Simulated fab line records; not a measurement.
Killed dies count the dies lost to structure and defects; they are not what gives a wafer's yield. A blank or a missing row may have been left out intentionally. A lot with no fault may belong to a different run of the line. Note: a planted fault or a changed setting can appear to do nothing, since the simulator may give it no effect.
Chamber matching | flow nandHarc | pecvd-01 running NHARC_P_M0_DEP_32: 3 sister chambers
The step deposits SiCN, target thk 30 nm. 3 wafers are shown with their chamber, then 10 later ones without.

WAFERS, EACH WITH ITS CHAMBER
wafer  | chamber | showerheadVppV (V)
L084.6 | 1       | 1355
L086.1 | 0       | 1241
L086.2 | 2       | 1311

WAFERS WITHOUT THEIR CHAMBER
wafer  | showerheadVppV (V)
L086.5 | 1347
L088.2 | 1350
L088.5 | 1338
L088.6 | 1225
L090.1 | 1212
L090.4 | 1221
L090.5 | 1341
L096.3 | 1374
L096.5 | 1236
L096.6 | 1349

WHICH CHAMBER EACH ONE RAN IN
wafer  | from the rows above     | in truth
L086.5 | can't be placed: 1 or 2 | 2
L088.2 | 1                       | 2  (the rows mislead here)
L088.5 | can't be placed: 1 or 2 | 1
L088.6 | 0                       | 0
L090.1 | 0                       | 0
L090.4 | 0                       | 0
L090.5 | can't be placed: 1 or 2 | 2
L096.3 | 1                       | 1
L096.5 | 0                       | 0
L096.6 | 1                       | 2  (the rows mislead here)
Placed correctly: 5 of 10. Cannot be placed on the basis of these rows: 3; the candidates contain the true chamber in 3. Placed wrongly: 2.
How it was worked out, from the rows above alone: a wafer's distance from a chamber is the root of the sum, over the readings, of the square of ((its reading less the chamber's mean) divided by the reading's scatter). If the next closest chamber is less than 2 further off than the closest, the wafer can't be placed; otherwise it belongs to the closest. For every chamber, the mean is computed from those of its wafers that are shown. The scatter (one wafer shown for each chamber): square how far every hidden wafer sits from the nearest shown wafer, average those squares and take the square root.
